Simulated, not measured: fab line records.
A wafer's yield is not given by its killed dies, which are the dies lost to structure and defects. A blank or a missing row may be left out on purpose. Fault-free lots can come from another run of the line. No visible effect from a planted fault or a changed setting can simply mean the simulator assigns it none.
3 desks, one fault / flow n5-finfet / every desk sees just its own numbers, and what lay behind them comes last

## THE DEFECT DESK
Counts from the inspections along the route, per lot, as means over the sampled wafers that have a number. Any lot whose mean is over 4 standard deviations away from the usual mean is out of limits and marked OUT; that distance is given in the brackets.
Columns: A = raw-defect-count at N5_PMOS_HMC_CHANNEL_EPI_INSPECT_11, usual 2.2
lot=L239; first seen here=day 1 23:02; A=2.7
lot=L240; first seen here=day 2 05:40; A=1.3
lot=L243; first seen here=day 2 23:29; A=1.5
lot=L245; first seen here=day 3 14:53; A=2.3
lot=L254; first seen here=day 5 18:47; A=1.3
lot=L255; first seen here=day 5 23:32; A=2.0
lot=L258; first seen here=day 6 17:37; A=1.7
lot=L259; first seen here=day 6 23:46; A=2.7
lot=L260; first seen here=day 7 05:26; A=2.7
This desk's finding: nothing out of limits on any of the 9 lots.

## THE METROLOGY DESK
Lot by lot, what the gauges showed, no matter which tool ran the lot: averages of those sampled wafers that carry a number. Any lot whose mean is over 4 standard deviations away from the usual mean is out of limits and marked OUT; that distance is given in the brackets. It has 10 readings; the 7 that lie furthest out on some lot are the ones shown.
Columns: A = DIBL_N at N5_BEOL_M4_RC_MEAS_101, usual 36.7 mV/V; B = DIBL_P at N5_BEOL_M4_RC_MEAS_101, usual 36.9 mV/V; C = IOFF_N at N5_BEOL_M4_RC_MEAS_101, usual 0.17 nA/um; D = ION_N at N5_BEOL_M4_RC_MEAS_101, usual 678 uA/um; E = ION_P at N5_BEOL_M4_RC_MEAS_101, usual 465 uA/um; F = SS_P at N5_BEOL_M4_RC_MEAS_101, usual 73.5 mV/dec; G = VT_P at N5_BEOL_M4_RC_MEAS_101, usual -250 mV
lot=L240; first seen here=day 8 23:42; A=36.4; B=36.8; C=0.15; D=683; E=457; F=73.5; G=-255
lot=L239; first seen here=day 9 03:24; A=34.6; B=35.2; C=0.15; D=681; E=468; F=72.9; G=-250
lot=L245; first seen here=day 9 14:38; A=38.4; B=39.0; C=0.19; D=672; E=458; F=74.0; G=-250
lot=L243; first seen here=day 10 06:22; A=36.7; B=37.0; C=0.17; D=682; E=471; F=74.1; G=-249
lot=L254; first seen here=day 12 05:47; A=35.4; B=35.2; C=0.14; D=671; E=463; F=73.0; G=-251
lot=L255; first seen here=day 12 08:43; A=36.5; B=35.7; C=0.15; D=675; E=463; F=73.5; G=-250
lot=L260; first seen here=day 14 00:39; A=33.3; B=33.8; C=0.13; D=661; E=455; F=72.6; G=-252
lot=L258; first seen here=day 14 00:41; A=38.4; B=37.5; C=0.20; D=686; E=466; F=74.2; G=-248
lot=L259; first seen here=day 14 22:46; A=38.4; B=38.7; C=0.17; D=678; E=468; F=73.6; G=-252
This desk's finding: nothing out of limits on any of the 9 lots.

## FOR THE TOOL OWNER'S DESK: rie-si-04
The tool's own readings at N5_ZERO_LAYER_ETCH_18 (etches Si in HBr/Cl2, target depth 120 nm, time 40 s): means of the sampled wafers that have a number, for each lot that ran on this tool. Any lot whose mean is over 4 standard deviations away from the usual mean is out of limits and marked OUT; that distance is given in the brackets.
Columns: A = bias-w at N5_ZERO_LAYER_ETCH_18, usual 75.00 W; B = chamber-pressure-mTorr at N5_ZERO_LAYER_ETCH_18, usual 10.000 mTorr; C = drypump-motor-current-A at N5_ZERO_LAYER_ETCH_18, usual 5.5 A; D = oes-product-au at N5_ZERO_LAYER_ETCH_18, usual 0.997 a.u.; E = throttle-valve-pct at N5_ZERO_LAYER_ETCH_18, usual 36.5 %
lot=L240; first seen here=day 2 01:10; A=74.97; B=9.997; C=5.8; D=0.995; E=36.5
lot=L243; first seen here=day 2 18:47; A=75.23; B=9.997; C=5.4; D=0.994; E=36.4
lot=L254; first seen here=day 5 12:55; A=76.71 (+8.2) OUT; B=9.993; C=5.8; D=1.011; E=36.4
Finding of this desk: L254 out of limits; the first was L254 at day 5 12:55, on bias-w at N5_ZERO_LAYER_ETCH_18. In limits: L240, L243.

## BROUGHT TOGETHER
The tool owner's desk had the chance to raise an alarm at day 5 12:55 on L254.
Nothing out of limits was seen by the defect desk.
Nothing out of limits was seen by the metrology desk.
The defect desk has L254 on record, within its limits.
The metrology desk holds a record of L254, inside its limits.
Of the lots named, all ran N5_ZERO_LAYER_ETCH_18 on rie-si-04.

## WHAT THE SIMULATOR PUT IN
rie-si-04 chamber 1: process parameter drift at N5_ZERO_LAYER_ETCH_18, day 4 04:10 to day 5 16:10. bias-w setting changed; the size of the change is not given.
Shown lots that were struck: L254.
Each desk's first reading out of limits, in hours after the fault started: the tool owner's desk, 33.
